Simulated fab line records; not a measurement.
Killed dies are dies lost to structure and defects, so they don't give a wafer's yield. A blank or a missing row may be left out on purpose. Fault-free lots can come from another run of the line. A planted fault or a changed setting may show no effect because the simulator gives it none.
Which tool did it? -- flow nand harc -- 13 lots with 39 wafers sampled at 5 steps, on a route of 1159 steps

## WHAT THE GAUGES READ, wafer by wafer
NHARC_THIN_TSV_CD_MEAS_37. Usual: cd nm 5002 nm, standard deviation 3.5.
lot,measured,on,cd nm (nm),flag
L916,day 19 07:55,cd sem-03,5003 4998 5008,
L918,day 19 07:29,cd sem-01,5000 5004 5001,
L914,day 19 08:25,cd sem-03,4999 4996 5001,
L917,day 19 08:35,cd sem-01,5001 4997 5002,
L915,day 20 11:09,cd sem-03,5003 5010 5007,
L919,day 20 07:13,cd sem-03,5004 4998 5002,
L922,day 21 10:43,cd sem-03,5002 5000 5000,
L924,day 22 02:30,cd sem-02,5003 5006 5009,
L929,day 23 05:38,cd sem-02,5009 5006 4996,
L932,day 23 15:48,cd sem-03,5001 5003 5004,
L933,day 23 13:32,cd sem-03,5009 5004 5002,
L936,day 24 14:25,cd sem-02,5002 5000 4998,
L937,day 24 16:16,cd sem-02,5001 5007 4999,

NHARC_END_SORT_01. Usual: killed at array 29, standard deviation 11; killed at other 0.6, standard deviation 1; killed at periphery 3.1, standard deviation 2.1; killed dies 33, standard deviation 11; killed open 3.1, standard deviation 1.9; killed short 1.9, standard deviation 1.5.
lot,measured,on,killed at array,killed at other,killed at periphery,killed dies,killed open,killed short,flag
L922,day 21 21:58,prober-01,101 92 103,0 1 0,8 3 4,109 96 107,1 2 3,0 3 2,OFF
L924,day 22 11:31,prober-01,103 117 99,0 0 0,2 1 4,105 118 103,4 10 5,0 2 1,OFF

## WHAT TOOL EACH LOT RAN ON (gives the tool, then ch and the chambers of the sampled wafers, and finally the start)
lot,NHARC_A_SGD_CUT_STRIP_60,NHARC_A_M1_ETCH_28,NHARC_HYBRID_BOND_ACTIVATE_00
L916,"rie diel-06 ch 0,1,3, day 14 08:05","rie diel-10 ch 0,3, day 18 05:38 or earlier","rie diel-04 ch 0,1, day 18 05:38"
L918,"rie diel-08 ch 0,1, day 14 08:19","rie diel-09 ch 1,2,3, day 18 08:10 or earlier","rie diel-04 ch 0,1,3, day 18 08:10"
L914,"rie diel-04 ch 1,3, day 14 08:50","rie diel-10 ch 0,2,3, day 18 09:00 or earlier","rie diel-02 ch 0,1,3, day 18 09:00"
L917,"rie diel-08 ch 0,1,3, day 14 09:23","rie diel-10 ch 0,1,3, day 18 06:19 or earlier","rie diel-04 ch 0,1,3, day 18 06:19"
L915,"rie diel-06 ch 0,1, day 14 15:07","rie diel-10 ch 0,1, day 19 08:44 or earlier","rie diel-04 ch 0,1, day 19 08:44"
L919,"rie diel-08 ch 1,2,3, day 14 16:20","rie diel-10 ch 0,2, day 19 06:06 or earlier","rie diel-04 ch 0,2, day 19 06:06"
L922,"rie diel-08 ch 1,2, day 16 02:46","rie diel-07 ch 0,1, day 20 12:33 or earlier","rie diel-02 ch 1,2,3, day 20 12:33"
L924,"rie diel-08 ch 0,1,3, day 17 05:21","rie diel-07 ch 0,2,3, day 21 05:45 or earlier","rie diel-04 ch 1,2,3, day 21 05:45"
L929,"rie diel-06 ch 0,1,3, day 17 21:19","rie diel-07 ch 1,3, day 22 08:32 or earlier","rie diel-04 ch 0,1,3, day 22 08:32"
L932,"rie diel-06 ch 0,1,2, day 18 09:08","rie diel-07 ch 1,3, day 22 15:33 or earlier","rie diel-04 ch 0,1, day 22 15:33"
L933,"rie diel-04 ch 0,2,3, day 18 11:01","rie diel-07 ch 2,3, day 22 15:14 or earlier","rie diel-04 ch 0,3, day 22 15:14"
L936,"rie diel-08 ch 0,3, day 19 09:12","rie diel-09 ch 0,2,3, day 23 17:45 or earlier","rie diel-04 ch 2,3, day 23 17:45"
L937,"rie diel-06 ch 1,2,3, day 19 09:26","rie diel-07 ch 0,1,2, day 23 18:33 or earlier","rie diel-04 ch 0,3, day 23 18:33"
- NHARC_A_SGD_CUT_STRIP_60: strips in C4F8/O2/Ar.
- NHARC_A_M1_ETCH_28: etches the open film in CF4/N2, target depth 30 nm, time 72.99 s.
- NHARC_HYBRID_BOND_ACTIVATE_00: chemistry N2, time 60 s.

## AS READ BY THE TOOLS THEMSELVES (means over the sampled wafers that have a number; for cases with no such wafer, the mark the record gives instead)
NHARC_A_M1_ETCH_28. Usual: drypump motor current A 5.83 A, standard deviation 0.25; oes product au 1.003 a.u., standard deviation 0.011; rf vpp V 314.0 V, standard deviation 1.7; showerhead plenum p Torr 2.61 Torr, standard deviation 0.094; throttle valve pct 19.793 %, standard deviation 0.0084.
lot,tool,drypump motor current A (A),oes product au (a.u.),rf vpp V (V),showerhead plenum p Torr (Torr),throttle valve pct (%),flag
L916,rie diel-10,5.88,1.003,312.1,2.51,19.789,
L918,rie diel-09,6.05,1.003,312.1,2.51,19.789,
L914,rie diel-10,5.90,0.995,313.6,2.60,19.794,
L917,rie diel-10,5.70,1.005,313.2,2.59,19.796,
L915,rie diel-10,5.55,0.991,315.2,2.65,19.796,
L919,rie diel-10,5.92,0.990,315.0,2.68,19.794,
L922,rie diel-07,5.98,1.015,315.5,2.73,19.796,
L924,rie diel-07,5.79,1.008,315.3,2.63,19.805,
L929,rie diel-07,5.74,1.006,314.2,2.59,19.795,
L932,rie diel-07,5.73,1.002,313.6,2.59,19.791,
L933,rie diel-07,5.58,1.000,312.6,2.56,19.797,
L936,rie diel-09,6.14,1.015,312.4,2.53,19.793,
L937,rie diel-07,5.77,1.002,314.9,2.67,19.796,

NHARC_HYBRID_BOND_ACTIVATE_00. Usual: drypump motor current A 5.71 A, standard deviation 0.23; oes product au 1.000 a.u., standard deviation 0.015; rf vpp V 64.2 V, standard deviation 0.98; showerhead plenum p Torr 1.76 Torr, standard deviation 0.083.
lot,tool,drypump motor current A (A),oes product au (a.u.),rf vpp V (V),showerhead plenum p Torr (Torr),flag
L916,rie diel-04,5.70,0.993,63.5,1.72,
L918,rie diel-04,5.74,0.997,64.1,1.72,
L914,rie diel-02,5.82,1.005,64.5,1.77,
L917,rie diel-04,5.75,0.993,64.0,1.72,
L915,rie diel-04,5.67,1.003,64.8,1.77,
L919,rie diel-04,5.63,0.996,65.6,1.83,
L922,rie diel-02,6.17,1.014,64.9,1.79,
L924,rie diel-04,5.68,0.999,64.8,1.72,
L929,rie diel-04,5.73,1.012,63.0,1.72,
L932,rie diel-04,5.67,1.016,63.9,1.77,
L933,rie diel-04,5.79,1.003,64.4,1.72,
L936,rie diel-04,5.63,0.983,64.2,1.78,
L937,rie diel-04,5.77,1.001,63.3,1.72,

## THE ANSWER, worked out from the rows above alone
Rule: take the mean of a lot's wafers that have a number; if it is more than 3 standard deviations from the usual mean, the lot is off. A lot without any number at a reading at which 4 lots or more have one is off too. Any other lot the step has rows for is counted as sound. Order of review: gauges by route order, followed by the tools' own readings, for which a lot's mean as printed above is used. The first step at which some lot is off is used, and at that step the reading that is off furthest; a lot without a number counts as furthest.
Off at NHARC_END_SORT_01 (killed at array): L922, L924. Neither off nor sound, because the step has no rows for them: L916, L918, L914, L917, L915, L919, L929, L932, L933, L936, L937.
If a tool, at a process step before that reading, ran all the lots that are off and no sound lot after the first of them, it fits. The gauges at NHARC_END_SORT_01 are tried like those tools. Because NHARC_A_M1_ETCH_28 lacks a start for some lots, the hours and order of its lots are taken from NHARC_HYBRID_BOND_ACTIVATE_00. Can't be told from this: 3 tools fit, rie diel-08 at NHARC_A_SGD_CUT_STRIP_60, rie diel-07 at NHARC_A_M1_ETCH_28, prober-01 at NHARC_END_SORT_01.

## WHAT WAS PUT IN BY THE SIMULATOR
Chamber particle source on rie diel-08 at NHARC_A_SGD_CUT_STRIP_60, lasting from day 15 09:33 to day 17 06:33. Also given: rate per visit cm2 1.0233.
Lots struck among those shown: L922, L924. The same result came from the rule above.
